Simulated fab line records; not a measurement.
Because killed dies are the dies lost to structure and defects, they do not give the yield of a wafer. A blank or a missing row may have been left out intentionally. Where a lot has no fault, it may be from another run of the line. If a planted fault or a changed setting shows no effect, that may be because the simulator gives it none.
fab line records	flow n5_finfet
[record] lots = 24	wafers = 72	last_day = 18
route steps=1938 shown BEOL_M3@954
lots that met no fault: taken from a fault-free run of the same line
start_h: hours from the record's first day to the start of the lot's first wafer shown	wait_h: how many hours have passed since the lot's step before this one	" repeats the value in the row above	L1.1+2: one row covering several wafers at once	- no value present, or no start provided	* or withheld: withheld	< > ~ a bound
route shown NAME@n: names a module that has steps shown in the file, with the first one's number in the route	usual: average and standard deviation across the fault-free wafers	same: alike in all rows	chamber/n: place in a boat	sites: the reading at each site	_std_site: standard deviation of those values	_edge_site: the outer-site mean with the inner-site mean subtracted	radius_mm: for every site, how far away it sits from the centre of the wafer	mask NAME#n: copy n	behind: tool/chamber where the wafer was last shaped	hold: cause of the lot's hold/its duration in hours/its outcome	device: whichever transistor did not switch (one of n, p or np)	end of line: the tests these same wafers got at the end of their route	where a step has no rows: the recipe by itself	killed: not the wafer's yield, but the dies lost to structure and defects at the first sort	map: dies across one wafer; x = killed, . = not, _ = none there
set.NAME: the setting as run; set.NAME@STEP: as run at that earlier step	model.NAME: the simulator's own value behind a step, which no gauge read
a sample of lots followed through the steps of the route, with each step as a table and each wafer as a row
services: when a tool's chamber went out of use (start_h, in hours from the record's first day, below 0 if earlier), for how many hours, and the reason
[[steps]]
[step N5_BEOL_M3_HM_OPEN_17]
[recipe] chemistry = Cl2/BCl3	target_depth_a = 200	overetch_a = 60	target = TiN	mask_material = SOC	ion_energy_ev = 150	pressure_mtorr = 10	icp_w = 1000	bias_w = 126	Cl2_flow_sccm = 53.25	bcl3_flow_sccm = 21.75	Ar_flow_sccm = 25
[usual] bcl3_flow_sccm = 21.74/0.062	drypump_motor_current_A = 5.6/0.39	oes_product_au = 0.69/0.062	throttle_valve_pct = 22.08/0.24
lot.wafer	tool	chamber	start_h	wait_h	bcl3_flow_sccm	drypump_motor_current_A	oes_product_au	rf_hours_counter_h	throttle_valve_pct
L074.1	rie_metal-02	0	147.01	0.0	21.76	5.0	0.55	95	22.16
L074.2	"	1	"	"	21.65	6.0	0.76	10	22.26
L074.6	"	1	"	"	21.72	6.0	0.76	-	22.25
L075.1	rie_metal-03	0	152.12	0.0	21.78	5.3	0.75	9	21.63
L075.4	"	0	"	"	21.78	5.3	0.76	-	21.60
L075.5	"	0	"	"	21.71	5.3	0.76	-	21.61
L076.1	rie_metal-02	0	154.82	0.0	21.76	4.9	0.55	96	22.17
L076.2	"	1	"	"	21.74	6.0	0.75	11	22.27
L076.4	"	0	"	"	21.80	4.9	0.56	-	22.17
L078.3	rie_metal-03	0	158.39	0.1	21.79	5.3	0.77	-	21.57
L078.5	"	0	"	"	21.76	5.3	0.77	-	21.62
L078.6	"	1	"	"	21.67	5.9	0.66	-	22.13
L077.2	rie_metal-02	0	165.10	0.0	21.70	4.9	0.55	97	22.18
L077.5	"	1	"	"	21.74	6.0	0.74	-	22.28
L077.6	"	0	"	"	21.66	4.9	0.55	-	22.19
L079.2	rie_metal-03	1	172.09	0.0	21.69	5.9	0.66	40	22.10
L079.4	"	1	"	"	21.78	5.9	0.67	-	22.12
L079.5	"	0	"	"	21.85	5.3	0.75	-	21.61
L080.3	rie_metal-01	0	189.24	0.1	21.79	5.3	0.75	-	21.98
L080.5	"	0	"	"	21.83	5.3	0.75	-	21.99
L080.6	"	1	"	"	21.72	6.1	0.66	-	22.33
L081.1	rie_metal-01	1	200.72	0.0	21.76	6.1	0.66	43	22.31
L081.3	"	0	"	"	21.80	5.3	0.75	-	21.98
L081.5	"	0	"	"	21.79	5.3	0.75	-	21.99
L084.2	rie_metal-03	1	200.76	0.0	21.82	5.9	0.66	42	22.11
L084.3	"	1	"	"	21.71	5.8	0.65	-	22.12
L084.6	"	0	"	"	21.76	5.3	0.74	-	21.61
L082.1	rie_metal-01	1	201.49	0.0	21.73	6.1	0.67	43	22.32
L082.4	"	1	"	"	21.76	6.1	0.66	-	22.31
L082.5	"	1	"	"	21.77	6.1	0.67	-	22.29
L083.2	rie_metal-01	1	201.75	0.0	21.73	6.1	0.66	43	22.33
L083.5	"	0	"	"	21.85	5.3	0.75	-	21.99
L083.6	"	1	"	"	21.67	6.1	0.65	-	22.35
L085.1	rie_metal-01	1	205.85	0.0	21.74	6.1	0.66	44	22.33
L085.5	"	1	"	"	21.75	6.1	0.66	-	22.32
L085.6	"	0	"	"	21.68	5.3	0.75	-	21.97
L086.1	rie_metal-01	0	208.52	0.0	21.78	5.3	0.73	12	22.00
L086.2	"	1	"	"	21.83	6.1	0.65	44	22.33
L086.3	"	0	"	"	21.69	5.3	0.73	-	22.00
L087.1	rie_metal-01	1	212.96	0.0	21.75	6.1	0.66	45	22.31
L087.3	"	0	"	"	21.71	5.3	0.75	-	21.96
L087.5	"	0	"	"	21.73	5.3	0.75	-	21.99
L089.1	rie_metal-02	0	246.76	0.0	21.80	5.0	0.54	103	22.20
L089.2	"	1	"	"	21.62	6.0	0.71	20	22.28
L089.5	"	0	"	"	21.73	5.0	0.54	-	22.21
L088.2	rie_metal-03	0	247.02	0.0	21.69	5.3	0.73	16	21.62
L088.3	"	0	"	"	21.73	5.3	0.73	-	21.63
L088.5	"	0	"	"	21.74	5.3	0.72	-	21.63
L090.3	rie_metal-03	0	248.27	0.1	21.67	5.3	0.72	-	21.63
L090.5	"	1	"	"	21.75	5.9	0.64	-	22.13
L090.6	"	0	"	"	21.66	5.3	0.71	-	21.64
L091.2	rie_metal-02	0	253.50	0.0	21.74	4.9	0.54	103	22.18
L091.4	"	0	"	"	21.67	5.0	0.55	-	22.18
L091.5	"	1	"	"	21.77	6.0	0.72	-	22.29
L092.2	rie_metal-01	0	256.35	0.0	21.87	5.3	0.72	17	22.01
L092.3	"	0	"	"	21.69	5.3	0.72	-	22.03
L092.5	"	1	"	"	21.77	6.1	0.64	-	22.33
L093.1	rie_metal-03	1	258.88	0.0	21.65	5.9	0.64	47	22.13
L093.3	"	0	"	"	21.76	5.3	0.73	-	21.63
L093.6	"	0	"	"	21.82	5.3	0.72	-	21.64
L095.3	rie_metal-01	0	268.50	0.1	21.64	5.3	0.73	-	22.01
L095.4	"	1	"	"	21.86	6.1	0.65	-	22.33
L095.5	"	1	"	"	21.77	6.1	0.65	-	22.31
L094.2	rie_metal-03	0	268.52	0.0	21.73	5.3	0.72	18	21.64
L094.3	"	1	"	"	21.74	5.9	0.64	-	22.13
L094.5	"	1	"	"	21.83	5.9	0.64	-	22.15
L097.1	rie_metal-01	0	286.44	0.0	21.66	5.3	0.72	20	22.00
L097.2	"	1	"	"	21.63	6.1	0.65	52	22.34
L097.3	"	0	"	"	21.65	5.3	0.72	-	22.00
L096.3	rie_metal-01	0	290.56	0.1	21.82	5.3	0.73	-	22.00
L096.4	"	1	"	"	21.74	6.1	0.64	-	22.32
L096.5	"	1	"	"	21.81	6.1	0.64	-	22.34
[step N5_BEOL_M3_INSPECT_30]
[recipe] mode = adi	inspect_instrument = brightfield
[usual] raw_defect_count = 444/110
lot.wafer	tool	chamber	start_h	wait_h	raw_defect_count
L074.1	defect_inspect-01	-	147.72	0.1	422
L074.2	"	-	"	"	545
L074.6	"	-	"	"	383
L075.1	defect_inspect-02	-	153.03	0.1	366
L075.4	"	-	"	"	357
L075.5	"	-	"	"	337
L076.1	defect_inspect-01	-	155.57	0.1	357
L076.2	"	-	"	"	381
L076.4	"	-	"	"	514
L078.3	defect_inspect-01	-	158.95	0.0	444
L078.5	"	-	"	"	320
L078.6	"	-	"	"	365
L077.2	defect_inspect-02	-	165.69	0.0	355
L077.5	"	-	"	"	466
L077.6	"	-	"	"	418
L079.2	defect_inspect-01	-	172.72	0.1	402
L079.4	"	-	"	"	501
L079.5	"	-	"	"	542
L080.3	defect_inspect-01	-	189.80	0.0	547
L080.5	"	-	"	"	377
L080.6	"	-	"	"	491
L081.1	defect_inspect-02	-	201.33	0.1	519
L081.3	"	-	"	"	449
L081.5	"	-	"	"	472
L084.2	defect_inspect-02	-	201.51	0.0	451
L084.3	"	-	"	"	394
L084.6	"	-	"	"	353
L082.1	defect_inspect-01	-	202.27	0.1	462
L082.4	"	-	"	"	643
L082.5	"	-	"	"	512
L083.2	defect_inspect-01	-	202.46	0.0	479
L083.5	"	-	"	"	367
L083.6	"	-	"	"	539
L085.1	defect_inspect-01	-	206.44	0.1	617
L085.5	"	-	"	"	569
L085.6	"	-	"	"	514
L086.1	defect_inspect-01	-	209.18	0.1	434
L086.2	"	-	"	"	420
L086.3	"	-	"	"	377
L087.1	defect_inspect-01	-	213.67	0.1	393
L087.3	"	-	"	"	477
L087.5	"	-	"	"	431
L089.1	defect_inspect-02	-	247.40	0.1	330
L089.2	"	-	"	"	247
L089.5	"	-	"	"	247
L088.2	defect_inspect-01	-	247.64	0.0	420
L088.3	"	-	"	"	408
L088.5	"	-	"	"	373
L090.3	defect_inspect-01	-	248.85	0.0	415
L090.5	"	-	"	"	370
L090.6	"	-	"	"	427
L091.2	defect_inspect-02	-	254.29	0.0	367
L091.4	"	-	"	"	357
L091.5	"	-	"	"	334
L092.2	defect_inspect-01	-	256.94	0.0	426
L092.3	"	-	"	"	296
L092.5	"	-	"	"	335
L093.1	defect_inspect-01	-	259.59	0.1	301
L093.3	"	-	"	"	391
L093.6	"	-	"	"	322
L095.3	defect_inspect-02	-	269.38	0.0	571
L095.4	"	-	"	"	461
L095.5	"	-	"	"	569
L094.2	defect_inspect-01	-	269.45	0.0	538
L094.3	"	-	"	"	428
L094.5	"	-	"	"	488
L097.1	defect_inspect-01	-	287.03	0.1	694
L097.2	"	-	"	"	575
L097.3	"	-	"	"	602
L096.3	defect_inspect-02	-	291.19	0.0	344
L096.4	"	-	"	"	303
L096.5	"	-	"	"	277
[step N5_BEOL_M3_STRIP_97]
[recipe] chemistry = N2/H2	time_s = 10	power_w = 450	temp_c = 40	pressure_mtorr = 20	rf_frequency_hz = 6e+07	bias_power_w = 7	n2_flow_sccm = 200	h2_flow_sccm = 200
[usual] drypump_motor_current_A = 5.6/0.41	oes_product_au = 0.83/0.084	rf_vpp_V = 59.3/0.84	showerhead_plenum_p_Torr = 2.58/0.099	throttle_valve_pct = 23.58/0.26
lot.wafer	tool	chamber	start_h	wait_h	drypump_motor_current_A	oes_product_au	rf_hours_counter_h	rf_vpp_V	showerhead_plenum_p_Torr	throttle_valve_pct
L074.1	rie_diel-01	3	-	-	5.4	0.90	35	59.7	2.59	23.51
L074.2	"	1	"	"	6.0	0.89	21	61.6	2.70	23.07
L074.6	"	1	"	"	6.0	0.90	-	59.5	2.70	23.06
L075.1	rie_diel-01	3	-	-	5.4	0.90	37	59.1	2.59	23.51
L075.4	"	0	"	"	5.1	0.90	37	59.9	2.70	23.92
L075.5	"	3	"	"	5.4	0.90	-	58.1	2.59	23.51
L076.1	rie_diel-03	1	-	-	5.9	0.89	33	58.9	2.58	23.54
L076.2	"	3	"	"	4.7	0.87	44	59.3	2.48	23.79
L076.4	"	2	"	"	5.4	0.84	74	60.5	2.68	23.92
L078.3	rie_diel-01	3	-	-	5.4	0.88	41	57.9	2.59	23.52
L078.5	"	0	"	"	5.1	0.89	-	60.3	2.70	23.94
L078.6	"	3	"	"	5.4	0.89	-	60.7	2.59	23.51
L077.2	rie_diel-01	0	-	-	5.1	0.87	42	58.6	2.70	23.93
L077.5	"	0	"	"	5.1	0.88	-	60.4	2.70	23.94
L077.6	"	3	"	"	5.4	0.88	-	58.8	2.59	23.52
L079.2	rie_diel-03	0	-	-	5.2	0.70	234	57.6	2.40	23.72
L079.4	"	1	"	"	5.9	0.88	39	60.2	2.58	23.54
L079.5	"	2	"	"	5.4	0.83	-	59.0	2.67	23.94
L080.3	rie_diel-01	0	-	-	5.1	0.86	48	59.6	2.69	23.95
L080.5	"	0	"	"	5.1	0.87	-	59.7	2.69	23.94
L080.6	"	1	"	"	6.0	0.86	-	58.9	2.69	23.08
L081.1	rie_diel-01	3	-	-	5.4	0.87	52	60.9	2.58	23.51
L081.3	"	0	"	"	5.1	0.87	53	60.1	2.69	23.95
L081.5	"	3	"	"	5.4	0.86	-	57.6	2.58	23.52
L084.2	rie_diel-04	1	-	-	5.7	0.84	80	59.5	2.47	23.47
L084.3	"	0	"	"	5.8	0.67	252	60.5	2.60	23.74
L084.6	"	2	"	"	5.8	0.68	-	58.8	2.60	23.74
L082.1	rie_diel-01	3	-	-	5.4	0.86	54	59.5	2.58	23.55
L082.4	"	3	"	"	5.4	0.86	-	59.8	2.58	23.54
L082.5	"	0	"	"	5.0	0.87	-	59.7	2.69	23.96
L083.2	rie_diel-03	1	-	-	6.0	0.85	50	60.2	2.57	23.55
L083.5	"	1	"	"	5.9	0.86	-	59.6	2.57	23.56
L083.6	"	0	"	"	5.3	0.68	-	59.1	2.40	23.76
L085.1	rie_diel-04	0	-	-	5.8	0.68	255	57.3	2.60	23.74
L085.5	"	2	"	"	5.8	0.68	-	59.9	2.60	23.75
L085.6	"	0	"	"	5.8	0.68	-	59.1	2.60	23.74
L086.1	rie_diel-01	0	-	-	5.1	0.86	56	59.5	2.69	23.94
L086.2	"	1	"	"	6.0	0.85	41	60.4	2.69	23.10
L086.3	"	3	"	"	5.4	0.86	56	57.9	2.58	23.55
L087.1	rie_diel-03	1	-	-	5.9	0.87	52	60.0	2.57	23.56
L087.3	"	2	"	"	5.4	0.82	93	59.3	2.67	23.95
L087.5	"	3	"	"	4.7	0.85	-	59.8	2.47	23.80
L089.1	rie_diel-03	3	-	-	4.8	0.82	76	58.8	2.47	23.81
L089.2	"	0	"	"	5.2	0.96	2	58.6	2.72	23.44
L089.5	"	3	"	"	4.8	0.82	-	58.0	2.47	23.83
L088.2	rie_diel-01	2	-	-	5.5	0.95	9	59.1	2.50	23.57
L088.3	"	1	"	"	5.9	0.83	55	59.4	2.68	23.11
L088.5	"	2	"	"	5.6	0.95	-	60.0	2.50	23.58
L090.3	rie_diel-01	2	-	-	5.5	0.95	9	58.4	2.50	23.56
L090.5	"	1	"	"	5.9	0.83	-	59.1	2.68	23.12
L090.6	"	2	"	"	5.6	0.95	-	58.9	2.50	23.58
L091.2	rie_diel-01	1	-	-	6.0	0.83	59	57.9	2.68	23.12
L091.4	"	3	"	"	5.4	0.83	73	59.5	2.57	23.53
L091.5	"	1	"	"	6.0	0.83	-	59.6	2.68	23.10
L092.2	rie_diel-04	1	-	-	5.8	0.80	92	58.5	2.46	23.48
L092.3	"	3	"	"	6.5	0.70	225	59.5	2.40	23.63
L092.5	"	3	"	"	6.5	0.70	-	58.1	2.40	23.65
L093.1	rie_diel-04	3	-	-	6.5	0.70	226	59.2	2.40	23.64
L093.3	"	0	"	"	5.8	0.98	1	59.4	2.60	23.40
L093.6	"	1	"	"	5.7	0.81	-	58.9	2.46	23.49
L095.3	rie_diel-03	0	-	-	5.2	0.93	11	59.6	2.71	23.45
L095.4	"	3	"	"	4.7	0.82	86	59.6	2.46	23.82
L095.5	"	1	"	"	6.0	0.83	-	59.5	2.56	23.58
L094.2	rie_diel-04	1	-	-	5.7	0.80	101	60.0	2.46	23.52
L094.3	"	2	"	"	5.8	0.99	0	59.9	2.59	23.39
L094.5	"	0	"	"	5.8	0.94	-	58.8	2.59	23.43
L097.1	rie_diel-04	1	-	-	5.7	0.80	103	59.4	2.46	23.51
L097.2	"	3	"	"	6.5	0.68	236	59.7	2.40	23.65
L097.3	"	0	"	"	5.8	0.93	11	59.2	2.59	23.44
L096.3	rie_diel-04	0	-	-	5.8	0.91	13	60.1	2.59	23.41
L096.4	"	3	"	"	6.5	0.68	238	57.5	2.40	23.66
L096.5	"	2	"	"	5.8	0.95	-	59.5	2.59	23.37
[step N5_BEOL_M3_CD_MEAS_35]
[recipe] target_cd_nm = 18	target_cd_y_nm = 21	polarity = opening
[usual] cd_nm = 17.96/0.26
lot.wafer	tool	chamber	start_h	wait_h	cd_nm
L074.1	cd_sem-01	-	150.93	0.0	18.09
L074.2	"	-	"	"	18.28
L074.6	"	-	"	"	18.16
L075.1	cd_sem-01	-	154.58	0.0	17.80
L075.4	"	-	"	"	17.44
L075.5	"	-	"	"	18.06
L076.1	cd_sem-02	-	157.40	0.0	18.39
L076.2	"	-	"	"	18.33
L076.4	"	-	"	"	17.97
L078.3	cd_sem-01	-	166.40	0.0	18.04
L078.5	"	-	"	"	17.97
L078.6	"	-	"	"	17.94
L077.2	cd_sem-01	-	167.54	0.0	17.91
L077.5	"	-	"	"	17.37
L077.6	"	-	"	"	18.02
L079.2	cd_sem-01	-	174.35	0.0	18.28
L079.4	"	-	"	"	17.76
L079.5	"	-	"	"	18.07
L080.3	cd_sem-02	-	190.82	0.0	17.80
L080.5	"	-	"	"	17.46
L080.6	"	-	"	"	18.08
L081.1	cd_sem-02	-	205.17	0.0	18.05
L081.3	"	-	"	"	18.19
L081.5	"	-	"	"	18.06
L084.2	cd_sem-01	-	205.21	0.0	17.92
L084.3	"	-	"	"	17.69
L084.6	"	-	"	"	17.98
L082.1	cd_sem-01	-	208.46	0.0	17.90
L082.4	"	-	"	"	17.58
L082.5	"	-	"	"	17.62
L083.2	cd_sem-03	-	208.66	0.0	18.59
L083.5	"	-	"	"	18.57
L083.6	"	-	"	"	17.41
L085.1	cd_sem-02	-	211.33	0.0	17.71
L085.5	"	-	"	"	18.01
L085.6	"	-	"	"	18.53
L086.1	cd_sem-01	-	211.45	0.0	17.66
L086.2	"	-	"	"	18.12
L086.3	"	-	"	"	18.09
L087.1	cd_sem-02	-	215.55	0.0	17.94
L087.3	"	-	"	"	18.00
L087.5	"	-	"	"	17.71
L089.1	cd_sem-01	-	248.36	0.0	17.68
L089.2	"	-	"	"	18.03
L089.5	"	-	"	"	17.89
L088.2	cd_sem-02	-	248.48	0.0	18.24
L088.3	"	-	"	"	17.73
L088.5	"	-	"	"	18.17
L090.3	cd_sem-01	-	249.68	0.0	18.01
L090.5	"	-	"	"	18.07
L090.6	"	-	"	"	17.85
L091.2	cd_sem-02	-	255.92	0.0	17.93
L091.4	"	-	"	"	18.15
L091.5	"	-	"	"	17.77
L092.2	cd_sem-01	-	257.78	0.0	17.92
L092.3	"	-	"	"	17.63
L092.5	"	-	"	"	18.00
L093.1	cd_sem-01	-	260.72	0.0	17.68
L093.3	"	-	"	"	17.58
L093.6	"	-	"	"	18.04
L095.3	cd_sem-03	-	272.24	0.0	17.98
L095.4	"	-	"	"	17.89
L095.5	"	-	"	"	17.97
L094.2	cd_sem-02	-	281.31	0.0	18.21
L094.3	"	-	"	"	18.18
L094.5	"	-	"	"	17.88
L097.1	cd_sem-02	-	288.54	0.0	18.66
L097.2	"	-	"	"	17.92
L097.3	"	-	"	"	18.05
L096.3	cd_sem-02	-	295.06	0.0	17.79
L096.4	"	-	"	"	17.73
L096.5	"	-	"	"	17.78
[step N5_BEOL_M3_SPUTTER_48]
[recipe] material = Cu	target_thk_a = 45	temp_c = -20	chamber_pressure_pa = 0.07	power_w = withheld	time_s = 8.29
[usual] throttle_valve_pct = 29.8/1
lot.wafer	tool	chamber	start_h	wait_h	throttle_valve_pct
L074.1	pvd_sputter-03	-	152.10	0.1	30.0
L074.2	"	-	"	"	31.2
L074.6	"	-	"	"	31.6
L075.1	pvd_sputter-03	-	155.48	0.2	31.4
L075.4	"	-	"	"	29.0
L075.5	"	-	"	"	31.2
L076.1	pvd_sputter-03	-	158.96	0.2	29.7
L076.2	"	-	"	"	31.3
L076.4	"	-	"	"	30.7
L078.3	pvd_sputter-03	-	167.57	0.2	28.7
L078.5	"	-	"	"	31.6
L078.6	"	-	"	"	28.6
L077.2	pvd_sputter-02	-	168.69	0.4	29.9
L077.5	"	-	"	"	30.0
L077.6	"	-	"	"	29.9
L079.2	pvd_sputter-02	-	175.14	0.2	29.8
L079.4	"	-	"	"	28.0
L079.5	"	-	"	"	29.7
L080.3	pvd_sputter-03	-	193.36	1.2	31.4
L080.5	"	-	"	"	28.6
L080.6	"	-	"	"	31.3
L081.1	pvd_sputter-01	-	206.15	0.2	30.0
L081.3	"	-	"	"	30.2
L081.5	"	-	"	"	30.3
L084.2	pvd_sputter-03	-	206.44	0.3	30.7
L084.3	"	-	"	"	28.9
L084.6	"	-	"	"	30.9
L082.1	pvd_sputter-02	-	209.06	0.1	30.5
L082.4	"	-	"	"	29.6
L082.5	"	-	"	"	29.8
L083.2	pvd_sputter-03	-	209.55	0.2	28.8
L083.5	"	-	"	"	28.7
L083.6	"	-	"	"	31.6
L085.1	pvd_sputter-03	-	212.36	0.1	29.9
L085.5	"	-	"	"	29.8
L085.6	"	-	"	"	31.4
L086.1	pvd_sputter-01	-	212.63	0.2	30.2
L086.2	"	-	"	"	28.8
L086.3	"	-	"	"	28.8
L087.1	pvd_sputter-03	-	216.46	0.2	30.7
L087.3	"	-	"	"	29.7
L087.5	"	-	"	"	28.9
L089.1	pvd_sputter-02	-	249.24	0.1	30.8
L089.2	"	-	"	"	29.9
L089.5	"	-	"	"	29.6
L088.2	pvd_sputter-03	-	249.54	0.1	28.9
L088.3	"	-	"	"	29.6
L088.5	"	-	"	"	31.0
L090.3	pvd_sputter-02	-	251.83	0.1	28.0
L090.5	"	-	"	"	27.5
L090.6	"	-	"	"	29.8
L091.2	pvd_sputter-03	-	257.46	0.1	28.9
L091.4	"	-	"	"	30.8
L091.5	"	-	"	"	31.4
L092.2	pvd_sputter-03	-	259.30	0.8	31.5
L092.3	"	-	"	"	28.6
L092.5	"	-	"	"	30.8
L093.1	pvd_sputter-02	-	262.00	0.2	29.8
L093.3	"	-	"	"	29.7
L093.6	"	-	"	"	30.7
L095.3	pvd_sputter-01	-	273.47	0.1	30.2
L095.4	"	-	"	"	30.2
L095.5	"	-	"	"	28.9
L094.2	pvd_sputter-01	-	282.65	0.1	30.1
L094.3	"	-	"	"	28.6
L094.5	"	-	"	"	30.5
L097.1	pvd_sputter-01	-	289.74	0.1	30.1
L097.2	"	-	"	"	28.8
L097.3	"	-	"	"	28.6
L096.3	pvd_sputter-01	-	296.44	0.1	29.9
L096.4	"	-	"	"	30.1
L096.5	"	-	"	"	29.7
[step N5_BEOL_M3_SPUTTER_86]
[recipe] material = Cu	target_thk_a = 45	temp_c = -20	chamber_pressure_pa = 0.07	power_w = withheld	time_s = 8.29
[usual] throttle_valve_pct = 29.9/1
lot.wafer	tool	chamber	start_h	wait_h	throttle_valve_pct
L074.1	pvd_sputter-03	-	152.76	0.1	29.7
L074.2	"	-	"	"	31.5
L074.6	"	-	"	"	31.5
L075.1	pvd_sputter-03	-	156.14	0.1	31.5
L075.4	"	-	"	"	28.6
L075.5	"	-	"	"	30.9
L076.1	pvd_sputter-03	-	159.62	0.1	29.6
L076.2	"	-	"	"	31.4
L076.4	"	-	"	"	31.1
L078.3	pvd_sputter-03	-	168.23	0.1	29.0
L078.5	"	-	"	"	31.1
L078.6	"	-	"	"	28.7
L077.2	pvd_sputter-02	-	169.35	0.1	29.8
L077.5	"	-	"	"	29.8
L077.6	"	-	"	"	29.9
L079.2	pvd_sputter-02	-	175.80	0.1	29.8
L079.4	"	-	"	"	28.0
L079.5	"	-	"	"	29.7
L080.3	pvd_sputter-03	-	194.02	0.1	31.4
L080.5	"	-	"	"	28.9
L080.6	"	-	"	"	31.6
L081.1	pvd_sputter-01	-	206.81	0.1	30.1
L081.3	"	-	"	"	30.3
L081.5	"	-	"	"	30.2
L084.2	pvd_sputter-03	-	207.10	0.1	30.9
L084.3	"	-	"	"	28.8
L084.6	"	-	"	"	30.7
L082.1	pvd_sputter-02	-	209.72	0.1	30.8
L082.4	"	-	"	"	29.9
L082.5	"	-	"	"	29.8
L083.2	pvd_sputter-03	-	210.21	0.1	28.5
L083.5	"	-	"	"	28.9
L083.6	"	-	"	"	31.5
L085.1	pvd_sputter-03	-	213.02	0.1	29.7
L085.5	"	-	"	"	29.6
L085.6	"	-	"	"	31.2
L086.1	pvd_sputter-01	-	213.29	0.1	29.9
L086.2	"	-	"	"	29.0
L086.3	"	-	"	"	28.8
L087.1	pvd_sputter-03	-	217.12	0.1	30.8
L087.3	"	-	"	"	29.7
L087.5	"	-	"	"	28.8
L089.1	pvd_sputter-02	-	249.90	0.1	30.5
L089.2	"	-	"	"	30.1
L089.5	"	-	"	"	30.0
L088.2	pvd_sputter-03	-	250.20	0.1	29.0
L088.3	"	-	"	"	29.8
L088.5	"	-	"	"	30.8
L090.3	pvd_sputter-02	-	252.49	0.1	27.6
L090.5	"	-	"	"	27.7
L090.6	"	-	"	"	29.5
L091.2	pvd_sputter-03	-	258.12	0.1	29.0
L091.4	"	-	"	"	31.0
L091.5	"	-	"	"	31.5
L092.2	pvd_sputter-03	-	259.96	0.1	31.6
L092.3	"	-	"	"	28.7
L092.5	"	-	"	"	31.0
L093.1	pvd_sputter-02	-	262.66	0.1	29.6
L093.3	"	-	"	"	29.8
L093.6	"	-	"	"	30.8
L095.3	pvd_sputter-01	-	274.13	0.1	30.0
L095.4	"	-	"	"	30.4
L095.5	"	-	"	"	28.6
L094.2	pvd_sputter-01	-	283.31	0.1	29.9
L094.3	"	-	"	"	28.8
L094.5	"	-	"	"	30.2
L097.1	pvd_sputter-01	-	290.40	0.1	30.2
L097.2	"	-	"	"	29.0
L097.3	"	-	"	"	28.6
L096.3	pvd_sputter-01	-	297.10	0.1	30.3
L096.4	"	-	"	"	30.1
L096.5	"	-	"	"	30.2
[[services]]
tool	chamber	start_h	hours	kind
rie_diel-03	2	147.89	8.5	repair
rie_diel-04	-	150.63	0.2	repair
rie_diel-01	2	163.08	6.8	repair
rie_metal-01	0	173.63	9.6	repair
rie_diel-04	0	179.56	5.8	repair
rie_diel-04	3	185.77	45.5	repair
rie_diel-01	2	199.95	-	clean
rie_diel-01	2	199.95	-	consumable_replace:focus_ring
pvd_sputter-02	-	222.72	1.7	repair
rie_metal-02	0	229.56	9.1	repair
rie_diel-04	0	242.16	-	clean
rie_diel-04	0	242.16	-	consumable_replace:focus_ring
rie_diel-04	0	242.16	16.1	scheduled_down
rie_diel-04	0	242.16	16.1	vent_cycle
rie_diel-04	1	246.44	6.6	repair
rie_diel-04	2	248.61	3.7	repair
rie_metal-02	-	250.37	0.5	repair
rie_diel-04	2	258.24	-	clean
rie_diel-04	2	258.24	-	consumable_replace:focus_ring
rie_diel-04	2	258.24	21.9	scheduled_down
rie_diel-04	2	258.24	21.9	vent_cycle
rie_diel-01	0	269.66	2.1	repair
rie_diel-01	0	275.75	4.7	repair
rie_diel-03	3	282.13	10.9	repair
[[key]]
fault none
